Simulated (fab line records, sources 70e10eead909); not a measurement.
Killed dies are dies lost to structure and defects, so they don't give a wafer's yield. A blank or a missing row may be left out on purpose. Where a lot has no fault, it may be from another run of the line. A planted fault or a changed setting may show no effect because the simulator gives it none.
One fault seen from 2 desks -- flow nand harc -- every desk sees just its own numbers, and what lay behind them comes last

THE DEFECT DESK
Inspection counts along the route, by lot: the mean over sampled wafers that carry a number. The brackets show how far a lot's mean lies from the usual mean; more than 4 standard deviations puts the lot out of limits, marked OUT.
Columns: A = raw defect count at NHARC_A_CHANNEL_HOLE_D2_INSPECT_40, usual 287
lot,first seen here,A
L639,day 13 17:31,287
L642,day 14 15:45,355
L641,day 14 19:43,294
L640,day 14 19:56,326
L651,day 18 21:29,671 (+4.5) OUT
L652,day 19 07:16,992 (+8.3) OUT
L654,day 20 06:30,210
L656,day 20 17:13,302
L658,day 22 02:58,270
L661,day 23 05:44,191
Finding of this desk: L651, L652 out of limits; the first was L651 at day 18 21:29, on raw defect count at NHARC_A_CHANNEL_HOLE_D2_INSPECT_40. Within limits: L639, L642, L641, L640, L654, L656, L658, L661.

DESK OF THE TOOL OWNER: har etch-01
The tool's own readings at NHARC_A_CHANNEL_HOLE_D2_ETCH_24 (etches the open film in C4F8/O2/Ar, time 906.2 s, target depth 1500 nm): means of the sampled wafers that have a number, for each lot that ran on this tool. The brackets show how far a lot's mean lies from the usual mean; more than 4 standard deviations puts the lot out of limits, marked OUT.
Columns: A = drypump motor current A at NHARC_A_CHANNEL_HOLE_D2_ETCH_24, usual 6.0 A; B = mfc ar sccm at NHARC_A_CHANNEL_HOLE_D2_ETCH_24, usual 374.9 sccm; C = showerhead plenum p Torr at NHARC_A_CHANNEL_HOLE_D2_ETCH_24, usual 3.65 Torr; D = throttle valve pct at NHARC_A_CHANNEL_HOLE_D2_ETCH_24, usual 32.237 %
lot,first seen here,A,B,C,D
L639,day 13 13:55,6.1,375.1,3.62,32.230
L642,day 14 12:11,6.3,373.7,3.55,32.242
L640,day 14 16:20,6.1,376.2,3.61,32.243
L651,day 18 18:04,6.3,374.5,3.52,32.237
L652,day 19 03:43,6.1,373.5,3.58,32.231
Result from this desk: across the 5 lots, nothing is out of limits.

PUT TOGETHER
The defect desk could have raised an alarm at day 18 21:29, on L651, L652.
The desk of the tool owner found nothing out of limits.
The tool owner's desk has L651, L652 on record, within its limits.
All the named lots went through NHARC_A_CHANNEL_HOLE_D2_ETCH_24 on har etch-01.

WHAT WAS PUT IN BY THE SIMULATOR
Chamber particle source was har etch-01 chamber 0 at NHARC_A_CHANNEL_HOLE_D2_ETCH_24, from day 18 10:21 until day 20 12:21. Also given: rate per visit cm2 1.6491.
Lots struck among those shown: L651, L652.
Hours from the fault's start to each desk's first reading out of limits: the defect desk, 11.
